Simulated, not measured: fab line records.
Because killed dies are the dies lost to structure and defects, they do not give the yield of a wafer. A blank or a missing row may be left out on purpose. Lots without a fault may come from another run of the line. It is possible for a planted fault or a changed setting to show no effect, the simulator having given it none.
Chamber matching :: flow n5 finfet :: N5_GATE_CUT_SAC_CAP_01 on ald sin-04: 4 sister chambers
The step material SiNx, target thk 24 nm, pulse time 1 s, ald cycles 480. 4 wafers are shown with their chamber, then 8 later ones without.

## WAFERS PAIRED WITH THEIR CHAMBERS
wafer: L088.2
chamber: 0
heater power w (W): 913

wafer: L088.3
chamber: 1
heater power w (W): 834

wafer: L088.5
chamber: 2
heater power w (W): 800

wafer: L089.1
chamber: 3
heater power w (W): 914

## WAFERS WITHOUT THEIR CHAMBER
wafer: L089.3
heater power w (W): 815

wafer: L089.4
heater power w (W): 894

wafer: L093.2
heater power w (W): 932

wafer: L093.3
heater power w (W): 865

wafer: L093.5
heater power w (W): 896

wafer: L097.1
heater power w (W): 890

wafer: L097.3
heater power w (W): 864

wafer: L097.5
heater power w (W): 906

## WHICH CHAMBER EACH WENT THROUGH
wafer: L089.3
from the rows above: can't be placed: 2 or 1
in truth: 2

wafer: L089.4
from the rows above: can't be placed: 0 or 3 or 1
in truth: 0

wafer: L093.2
from the rows above: can't be placed: 3 or 0
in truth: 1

wafer: L093.3
from the rows above: can't be placed: 1 or 0 or 3 or 2
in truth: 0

wafer: L093.5
from the rows above: can't be placed: 0 or 3
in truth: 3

wafer: L097.1
from the rows above: can't be placed: 0 or 3 or 1
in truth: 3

wafer: L097.3
from the rows above: can't be placed: 1 or 0 or 3 or 2
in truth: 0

wafer: L097.5
from the rows above: can't be placed: 0 or 3
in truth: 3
Correct placement for 0 of the 8. Unplaceable from these rows: 8, with the true chamber sitting among the candidates in 7. Wrongly placed: 0.
How it was worked out, from the rows above alone: a wafer's distance from a chamber is the root of the sum, over the readings, of the square of ((its reading less the chamber's mean) divided by the reading's scatter). The wafer belongs to the nearest chamber; if the next one is less than 2 further off, it can't be placed. For every chamber, the mean is computed from those of its wafers that are shown. The scatter: root of mean squared gap, hidden wafer to nearest shown wafer, with one shown wafer a chamber.
